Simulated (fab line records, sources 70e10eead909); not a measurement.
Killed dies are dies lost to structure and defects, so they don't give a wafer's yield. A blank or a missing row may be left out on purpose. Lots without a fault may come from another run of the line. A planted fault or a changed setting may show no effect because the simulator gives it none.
Chamber matching | flow nand_harc | NHARC_P_ZERO_WELL_DESCUM_39 on rie_diel-12: 4 sister chambers
The step chemistry O2, time 3 s. 16 wafers are shown with their chamber, then 8 later ones without.

WAFERS WITH THEIR CHAMBER
wafer  | chamber | showerhead_plenum_p_Torr (Torr) | drypump_motor_current_A (A) | rf_vpp_V (V)
L076.1 | 3       | 1.97                            | 5.1                         | 58.3
L076.3 | 0       | 1.97                            | 5.6                         | 57.6
L076.6 | 1       | 1.85                            | 5.5                         | 58.0
L083.3 | 2       | 1.78                            | 6.0                         | 56.8
L083.5 | 2       | 1.78                            | 6.0                         | 55.8
L083.6 | 3       | 1.96                            | 5.1                         | 59.2
L085.1 | 2       | 1.77                            | 6.0                         | 56.1
L085.4 | 0       | 1.96                            | 5.6                         | 58.7
L085.6 | 3       | 1.96                            | 5.1                         | 57.6
L086.1 | 1       | 1.84                            | 5.5                         | 58.9
L086.2 | 2       | 1.77                            | 6.0                         | 57.2
L086.6 | 3       | 1.96                            | 5.1                         | 59.4
L089.2 | 2       | 1.77                            | 6.0                         | 57.4
L089.3 | 3       | 1.95                            | 5.1                         | 58.1
L089.6 | 1       | 1.84                            | 5.6                         | 57.4
L091.1 | 0       | 1.96                            | 5.5                         | 57.8

SIGNATURES (means of the wafers above)
reading                  | chamber 0 | chamber 1 | chamber 2 | chamber 3 | scatter within a chamber
showerhead_plenum_p_Torr | 1.9633    | 1.8433    | 1.7740    | 1.9600    | 0.00615
drypump_motor_current_A  | 5.567     | 5.533     | 6.000     | 5.100     | 0.0333
rf_vpp_V                 | 58.033    | 58.100    | 56.660    | 58.520    | 0.71
Rule: a wafer's distance from a chamber is the root of the sum, over the readings, of the square of ((its reading less the chamber's mean) divided by the reading's scatter). The wafer belongs to the nearest chamber; if the next one is less than 2 further off, it can't be placed. The scatter: the root of (the sum of the squares of (reading less its chamber's mean) over the shown wafers, divided by (wafers less chambers)).

WAFERS WITHOUT THEIR CHAMBER
wafer  | showerhead_plenum_p_Torr (Torr) | drypump_motor_current_A (A) | rf_vpp_V (V)
L091.4 | 1.77                            | 6.0                         | 58.1
L091.6 | 1.96                            | 5.5                         | 59.0
L092.2 | 1.84                            | 5.6                         | 58.8
L092.3 | 1.96                            | 5.6                         | 58.0
L092.5 | 1.96                            | 5.6                         | 57.9
L095.2 | 1.76                            | 6.0                         | 57.9
L095.4 | 1.83                            | 5.6                         | 57.2
L095.5 | 1.83                            | 5.5                         | 56.8

WHICH CHAMBER EACH WENT THROUGH
wafer  | from the rows above | in truth
L091.4 | 2                   | 2
L091.6 | 0                   | 0
L092.2 | 1                   | 1
L092.3 | 0                   | 0
L092.5 | 0                   | 0
L095.2 | 2                   | 2
L095.4 | 1                   | 1
L095.5 | 1                   | 1
Placed correctly: 8 of 8. Can't be placed from these rows: 0. Placed wrongly: 0.
